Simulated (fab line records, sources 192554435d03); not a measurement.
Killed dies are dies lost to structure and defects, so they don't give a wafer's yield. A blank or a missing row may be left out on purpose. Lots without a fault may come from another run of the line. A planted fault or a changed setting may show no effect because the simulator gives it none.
One fault seen from 2 desks | flow n5_finfet | each desk has only its own numbers; what lay behind them comes last

THE TOOL OWNER'S DESK: ald_metal-02
The tool's own readings at N5_BEOL_M9_ALD_74 (deposits TaN, target thk 2 nm, pulse time 2 s, purge time 3 s): means of the sampled wafers that have a number, for each lot that ran on this tool. A lot is out of limits, marked OUT, if its mean lies more than 4 standard deviations from the usual mean; the brackets give that distance.
Columns: A = chamber_pressure_Torr at N5_BEOL_M9_ALD_74, usual 3.001 Torr; B = heater_power_w at N5_BEOL_M9_ALD_74, usual 416 W
lot  | first seen here | A     | B
L238 | day 10 12:43    | 3.004 | 426
L239 | day 10 17:10    | 2.998 | 432
L240 | day 11 02:02    | 2.999 | 420
L251 | day 14 13:01    | 2.997 | 427
L256 | day 15 10:34    | 2.997 | 414
This desk's finding: nothing out of limits on any of the 5 lots.

THE METROLOGY DESK
What the gauges read, lot by lot, whatever tool the lot ran on: means of the sampled wafers that have a number. A lot is out of limits, marked OUT, if its mean lies more than 4 standard deviations from the usual mean; the brackets give that distance.
Columns: A = trench_depth_nm at N5_BEOL_M9_OCD_MEAS_38, usual 151 nm; B = cd_nm at N5_BEOL_M9_CD_MEAS_35, usual 70.0 nm
lot  | first seen here | A   | B
L238 | day 10 12:05    | 152 | 70.5
L239 | day 10 15:17    | 148 | 69.5
L240 | day 11 01:01    | 151 | 69.8
L254 | day 14 11:47    | 151 | 69.8
L251 | day 14 12:05    | 149 | 69.9
L256 | day 15 09:56    | 152 | 69.5
L255 | day 15 19:50    | 155 | 69.7
This desk's finding: nothing out of limits on any of the 7 lots.

PUT TOGETHER
The tool owner's desk saw nothing out of limits.
The metrology desk saw nothing out of limits.

WHAT THE SIMULATOR HAD PUT IN
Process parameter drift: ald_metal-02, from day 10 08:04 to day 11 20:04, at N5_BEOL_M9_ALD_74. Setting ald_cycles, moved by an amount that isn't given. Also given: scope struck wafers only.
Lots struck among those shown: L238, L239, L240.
